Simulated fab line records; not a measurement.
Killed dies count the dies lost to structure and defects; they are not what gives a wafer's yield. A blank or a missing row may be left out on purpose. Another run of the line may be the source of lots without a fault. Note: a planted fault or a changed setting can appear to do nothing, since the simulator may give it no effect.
fab line records -- flow n5Finfet
record: lots: 11, wafers: 33, lastDay: 19
route steps=1938 shown BEOL_M6@1229
lots untouched by any fault: they come from a run of this same line in which no faults occurred
startH: the number of hours between the record's first day and the start of the first shown wafer of the lot -- waitH: hours since the lot's step before -- " identical to the entry in the row above -- L1.1+2: one row covering several wafers at once -- - no value, or no start was given -- * or withheld: withheld -- < > ~ a bound
route shown NAME@n: a module of which the file shows steps, and the number in the route of the first -- usual: mean and standard deviation over wafers with no fault -- same: alike in all rows -- chamber/n: place in a boat -- sites: per-site readings -- _std_site: standard deviation across them -- _edge_site: the outer-site mean with the inner-site mean subtracted -- radiusMm: how far each site lies from the wafer's centre -- mask NAME#n: copy n -- behind: tool/chamber where the wafer was last shaped -- hold: reason for holding the lot/hours on hold/outcome of the hold -- device: whichever transistor did not switch (one of n, p or np) -- end of line: the same wafers' tests at the end of the route -- a step given without rows: its recipe and nothing more -- killed: count of dies lost to structure and defects at first sort (not the wafer's yield) -- map: a wafer's dies, x killed, . not, _ none there
set.NAME: the setting that was run; set.NAME@STEP: the one run at that earlier step -- model.NAME: the simulator's own value behind a step, which no gauge read
steps of the route over a sample of lots; a table a step, a row a wafer
services: the hour from which a tool's chamber was out of use, counted from the record's first day as startH (under 0 if before that day), plus the number of hours and why
== steps ==
step: N5_BEOL_M6_INSPECT_30
recipe: mode: adi, inspectInstrument: brightfield
usual: rawDefectCount: 398/97
lot.wafer,tool,chamber,startH,waitH,rawDefectCount
L585.2,defectInspect-02,-,208.55,0.0,518
L585.3,defectInspect-02,-,208.55,0.0,462
L585.4,defectInspect-02,-,208.55,0.0,389
L584.1,defectInspect-02,-,224.64,0.1,395
L584.4,defectInspect-02,-,224.64,0.1,415
L584.5,defectInspect-02,-,224.64,0.1,352
L587.1,defectInspect-01,-,235.68,0.1,256
L587.3,defectInspect-01,-,235.68,0.1,396
L587.5,defectInspect-01,-,235.68,0.1,219
L590.2,defectInspect-02,-,257.48,0.0,512
L590.3,defectInspect-02,-,257.48,0.0,534
L590.5,defectInspect-02,-,257.48,0.0,488
L597.1,defectInspect-02,-,309.67,0.1,448
L597.3,defectInspect-02,-,309.67,0.1,611
L597.5,defectInspect-02,-,309.67,0.1,701
L598.1,defectInspect-02,-,311.56,0.1,487
L598.2,defectInspect-02,-,311.56,0.1,400
L598.3,defectInspect-02,-,311.56,0.1,334
L602.3,defectInspect-01,-,323.78,0.0,338
L602.4,defectInspect-01,-,323.78,0.0,286
L602.6,defectInspect-01,-,323.78,0.0,354
L601.1,defectInspect-02,-,323.83,0.1,250
L601.4,defectInspect-02,-,323.83,0.1,332
L601.5,defectInspect-02,-,323.83,0.1,367
L604.2,defectInspect-01,-,323.87,0.0,486
L604.3,defectInspect-01,-,323.87,0.0,452
L604.5,defectInspect-01,-,323.87,0.0,342
L605.3,defectInspect-01,-,346.37,0.0,445
L605.5,defectInspect-01,-,346.37,0.0,446
L605.6,defectInspect-01,-,346.37,0.0,379
L603.2,defectInspect-02,-,368.69,0.0,304
L603.3,defectInspect-02,-,368.69,0.0,357
L603.5,defectInspect-02,-,368.69,0.0,326
step: N5_BEOL_M6_ETCH_66
recipe: chemistry: N2/H2, target: SOC, targetDepthA: 800, overetchA: 160, maskMaterial: SiARC, tempC: 40, timeS: 120, ionEnergyEv: 200, pressureMtorr: 30, sourceW: 840, biasW: 150, n2FlowSccm: 200, h2FlowSccm: 200
usual: biasW: 150.0/0.45, drypumpMotorCurrentA: 5.7/0.48, oesProductAu: 0.60/0.063, rfVppV: 523.3/2.6, showerheadPlenumPTorr: 2.52/0.087, throttleValvePct: 17.88/0.25
lot.wafer,tool,chamber,startH,waitH,biasW,drypumpMotorCurrentA,oesProductAu,rfHoursCounterH,rfVppV,showerheadPlenumPTorr,throttleValvePct
L585.2,rieDiel-01,1,208.67,0.0,150.1,5.9,0.55,199,520.0,2.42,17.83
L585.3,rieDiel-01,3,208.67,0.0,149.9,5.1,0.53,245,526.2,2.60,17.76
L585.4,rieDiel-01,0,208.67,0.0,149.5,5.5,0.60,104,519.8,2.45,18.08
L584.1,rieDiel-01,1,224.75,0.0,150.3,5.9,0.55,204,520.9,2.42,17.83
L584.4,rieDiel-01,1,224.75,0.0,150.3,5.9,0.55,-,519.3,2.42,17.86
L584.5,rieDiel-01,2,224.75,0.0,149.2,6.1,0.54,-,523.1,2.51,18.18
L587.1,rieDiel-05,2,236.22,0.0,150.2,6.1,0.55,219,527.4,2.61,18.05
L587.3,rieDiel-05,1,236.22,0.0,149.9,5.0,0.63,76,524.9,2.57,17.87
L587.5,rieDiel-05,1,236.22,0.0,150.5,5.0,0.64,-,526.6,2.57,17.87
L590.2,rieDiel-01,3,257.59,0.0,150.6,5.1,0.70,8,526.9,2.59,17.34
L590.3,rieDiel-01,0,257.59,0.0,150.2,5.5,0.58,127,520.4,2.44,18.11
L590.5,rieDiel-01,1,257.59,0.0,150.5,5.9,0.55,-,521.0,2.41,17.88
L597.1,rieDiel-01,0,309.80,0.0,150.6,5.5,0.57,145,519.6,2.43,18.13
L597.3,rieDiel-01,3,309.80,0.0,150.0,5.1,0.66,27,526.0,2.59,17.39
L597.5,rieDiel-01,3,309.80,0.0,150.7,5.1,0.67,-,525.7,2.59,17.38
L598.1,rieDiel-04,2,311.67,0.0,150.4,6.0,0.71,21,526.3,2.60,17.68
L598.2,rieDiel-04,0,311.67,0.0,150.3,5.8,0.56,165,520.8,2.43,17.62
L598.3,rieDiel-04,1,311.67,0.0,150.4,5.6,0.58,166,520.7,2.44,17.74
L602.3,rieDiel-01,3,323.99,0.0,149.3,5.1,0.66,31,525.8,2.58,17.39
L602.4,rieDiel-01,1,323.99,0.0,150.4,5.9,0.53,243,520.1,2.40,17.90
L602.6,rieDiel-01,2,323.99,0.0,150.3,6.0,0.71,-,523.4,2.50,17.76
L601.1,rieDiel-04,1,324.04,0.0,149.9,5.7,0.58,170,520.1,2.44,17.72
L601.4,rieDiel-04,3,324.04,0.0,149.8,6.7,0.62,115,527.0,2.66,17.67
L601.5,rieDiel-04,0,324.04,0.0,150.4,5.8,0.56,-,520.7,2.42,17.65
L604.2,rieDiel-05,2,324.10,0.0,149.7,6.1,0.53,248,526.1,2.60,18.10
L604.3,rieDiel-05,0,324.10,0.0,149.6,4.9,0.74,8,524.6,2.60,17.80
L604.5,rieDiel-05,2,324.10,0.0,149.7,6.1,0.53,-,526.3,2.60,18.11
L605.3,rieDiel-01,0,346.86,0.0,149.1,5.5,0.56,157,521.0,2.43,18.17
L605.5,rieDiel-01,2,346.86,0.0,149.3,6.0,0.70,-,521.9,2.49,17.77
L605.6,rieDiel-01,3,346.86,0.0,149.4,5.1,0.65,-,525.8,2.58,17.40
L603.2,rieDiel-05,1,369.31,0.0,150.3,5.0,0.60,128,524.7,2.55,17.95
L603.3,rieDiel-05,2,369.31,0.0,149.8,6.1,0.74,4,526.4,2.59,17.66
L603.5,rieDiel-05,1,369.31,0.0,150.3,5.0,0.60,-,523.2,2.55,17.95
step: N5_BEOL_M6_TRENCH_ETCH_37
recipe: chemistry: C4F6/O2, targetDepthA: 944.35, target: SiCOH_lowk, timeS: 31.5, ionEnergyEv: 250, pressureMtorr: 30, sourceW: 345, biasW: 185, Ar_flow_sccm: 300, C4F6_flow_sccm: 10, O2_flow_sccm: 10
usual: biasW: 185.0/0.62, drypumpMotorCurrentA: 5.7/0.48, oesProductAu: 0.78/0.083, rfVppV: 663/7, showerheadPlenumPTorr: 2.83/0.096, throttleValvePct: 21.00/0.22
lot.wafer,tool,chamber,startH,waitH,biasW,drypumpMotorCurrentA,oesProductAu,rfHoursCounterH,rfVppV,showerheadPlenumPTorr,throttleValvePct
L585.2,rieDiel-01,1,208.86,-,185.6,5.9,0.73,199,660,2.71,20.87
L585.3,rieDiel-01,3,208.86,-,184.2,5.1,0.69,245,665,2.91,20.89
L585.4,rieDiel-01,0,208.86,-,185.6,5.5,0.78,104,669,2.75,21.13
L584.1,rieDiel-01,1,224.94,-,177.3,5.9,0.70,204,637,2.71,20.88
L584.4,rieDiel-01,1,224.94,-,176.7,5.9,0.70,-,637,2.71,20.89
L584.5,rieDiel-01,2,224.94,-,185.2,6.0,0.70,-,650,2.80,21.26
L587.1,rieDiel-05,2,236.42,-,185.7,6.1,0.71,219,672,2.92,21.18
L587.3,rieDiel-05,1,236.42,-,185.2,5.0,0.82,76,664,2.88,20.97
L587.5,rieDiel-05,1,236.42,-,185.2,5.0,0.83,-,663,2.88,20.98
L590.2,rieDiel-01,3,257.79,-,183.5,5.2,0.93,9,665,2.91,20.54
L590.3,rieDiel-01,0,257.79,-,186.3,5.5,0.76,127,668,2.74,21.16
L590.5,rieDiel-01,1,257.79,-,176.8,5.9,0.71,-,636,2.70,20.91
L597.1,rieDiel-01,0,309.99,-,185.3,5.5,0.74,145,669,2.74,21.19
L597.3,rieDiel-01,3,309.99,-,185.6,5.1,0.88,28,664,2.90,20.57
L597.5,rieDiel-01,3,309.99,-,185.3,5.1,0.87,-,664,2.90,20.57
L598.1,rieDiel-04,2,311.86,-,185.1,6.0,0.92,21,658,2.89,20.77
L598.2,rieDiel-04,0,311.86,-,184.7,5.8,0.73,165,662,2.72,20.79
L598.3,rieDiel-04,1,311.86,-,184.8,5.7,0.75,166,649,2.74,20.92
L602.3,rieDiel-01,3,324.18,-,184.6,5.1,0.87,31,664,2.90,20.58
L602.4,rieDiel-01,1,324.18,-,185.9,5.9,0.69,244,662,2.69,20.93
L602.6,rieDiel-01,2,324.18,-,185.8,6.0,0.95,-,650,2.79,20.91
L601.1,rieDiel-04,1,324.23,-,185.2,5.7,0.76,170,650,2.74,20.95
L601.4,rieDiel-04,3,324.23,-,184.8,6.7,0.82,115,666,2.99,20.90
L601.5,rieDiel-04,0,324.23,-,184.4,5.8,0.73,-,664,2.72,20.78
L604.2,rieDiel-05,2,324.29,-,184.4,6.1,0.69,248,671,2.91,21.23
L604.3,rieDiel-05,0,324.29,-,184.3,4.9,0.97,8,663,2.91,20.93
L604.5,rieDiel-05,2,324.29,-,184.6,6.1,0.70,-,671,2.91,21.23
L605.3,rieDiel-01,0,347.05,-,184.6,5.5,0.74,157,668,2.73,21.20
L605.5,rieDiel-01,2,347.05,-,185.5,6.0,0.93,-,650,2.79,20.93
L605.6,rieDiel-01,3,347.05,-,184.1,5.1,0.85,-,663,2.89,20.59
L603.2,rieDiel-05,1,369.50,-,185.2,5.0,0.77,128,663,2.86,21.06
L603.3,rieDiel-05,2,369.50,-,184.1,6.1,0.96,4,671,2.91,20.83
L603.5,rieDiel-05,1,369.50,-,185.8,5.0,0.78,-,663,2.86,21.07
step: N5_BEOL_M6_CD_MEAS_35
recipe: targetCdNm: 40, targetCdYNm: 28, polarity: opening
usual: cdNm: 40.1/0.45
lot.wafer,tool,chamber,startH,waitH,cdNm
L585.2,cdSem-01,-,209.17,0.0,39.6
L585.3,cdSem-01,-,209.17,0.0,40.1
L585.4,cdSem-01,-,209.17,0.0,39.7
L584.1,cdSem-01,-,225.25,0.0,40.3
L584.4,cdSem-01,-,225.25,0.0,40.6
L584.5,cdSem-01,-,225.25,0.0,40.0
L587.1,cdSem-02,-,236.72,0.0,39.9
L587.3,cdSem-02,-,236.72,0.0,40.3
L587.5,cdSem-02,-,236.72,0.0,39.4
L590.2,cdSem-02,-,258.09,0.0,39.8
L590.3,cdSem-02,-,258.09,0.0,40.2
L590.5,cdSem-02,-,258.09,0.0,39.7
L597.1,cdSem-02,-,310.36,0.0,40.2
L597.3,cdSem-02,-,310.36,0.0,39.8
L597.5,cdSem-02,-,310.36,0.0,39.9
L598.1,cdSem-02,-,312.35,0.0,40.7
L598.2,cdSem-02,-,312.35,0.0,40.7
L598.3,cdSem-02,-,312.35,0.0,40.4
L602.3,cdSem-01,-,324.49,0.0,40.9
L602.4,cdSem-01,-,324.49,0.0,40.5
L602.6,cdSem-01,-,324.49,0.0,40.1
L601.1,cdSem-02,-,324.54,0.0,40.4
L601.4,cdSem-02,-,324.54,0.0,39.8
L601.5,cdSem-02,-,324.54,0.0,40.0
L604.2,cdSem-02,-,324.64,0.0,40.3
L604.3,cdSem-02,-,324.64,0.0,40.0
L604.5,cdSem-02,-,324.64,0.0,40.5
L605.3,cdSem-02,-,347.36,0.0,39.5
L605.5,cdSem-02,-,347.36,0.0,40.6
L605.6,cdSem-02,-,347.36,0.0,40.2
L603.2,cdSem-01,-,369.81,0.0,40.5
L603.3,cdSem-01,-,369.81,0.0,40.5
L603.5,cdSem-01,-,369.81,0.0,40.4
== services ==
tool,chamber,startH,hours,kind
rieDiel-05,2,191.66,1.2,repair
rieDiel-01,3,224.60,-,clean
rieDiel-01,3,224.60,-,consumableReplace:focusRing
rieDiel-01,3,224.60,14.5,scheduledDown
rieDiel-01,3,224.60,14.5,ventCycle
rieDiel-01,2,246.10,-,clean
rieDiel-01,2,246.10,-,consumableReplace:focusRing
rieDiel-01,2,246.10,20.4,scheduledDown
rieDiel-01,2,246.10,20.4,ventCycle
rieDiel-05,2,246.28,10.0,repair
rieDiel-05,2,270.02,3.1,repair
rieDiel-05,0,277.14,-,clean
rieDiel-05,0,277.14,-,consumableReplace:esc
rieDiel-05,0,277.14,-,consumableReplace:focusRing
rieDiel-05,0,277.14,20.1,scheduledDown
rieDiel-05,0,277.14,20.1,ventCycle
rieDiel-05,2,328.23,-,clean
rieDiel-05,2,328.23,-,consumableReplace:focusRing
rieDiel-01,1,344.07,-,clean
rieDiel-01,1,344.07,-,consumableReplace:focusRing
rieDiel-01,1,344.07,-,consumableReplace:showerhead
rieDiel-01,1,344.07,20.9,scheduledDown
rieDiel-01,1,344.07,20.9,ventCycle
rieDiel-04,2,363.48,6.0,repair
== key ==
firstSign: step: N5_BEOL_M6_TRENCH_ETCH_37, reading: biasW, direction: down, sigmas: 13, usual: *, struck: *
effect: step: N5_BEOL_M6_TRENCH_ETCH_37, reading: rfVppV, direction: down, sigmas: 3.8, usual: 663, struck: 637
metAt N5_BEOL_M6_TRENCH_ETCH_37
struckLots L584,L590
struckWafers L584.1,L584.4,L590.5
notActingAt N5_BEOL_M6_INSPECT_30,N5_BEOL_M6_ETCH_66,N5_BEOL_M6_CD_MEAS_35
onsetBetween 208.86 224.94
fault: kind: processParameterDrift, tool: rieDiel-01, chamber: 1, onsetH: 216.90, steps: N5_BEOL_M6_TRENCH_ETCH_37, channel: biasW, offset: *, shape: step, endH: 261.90, actsIn: *, stated: *
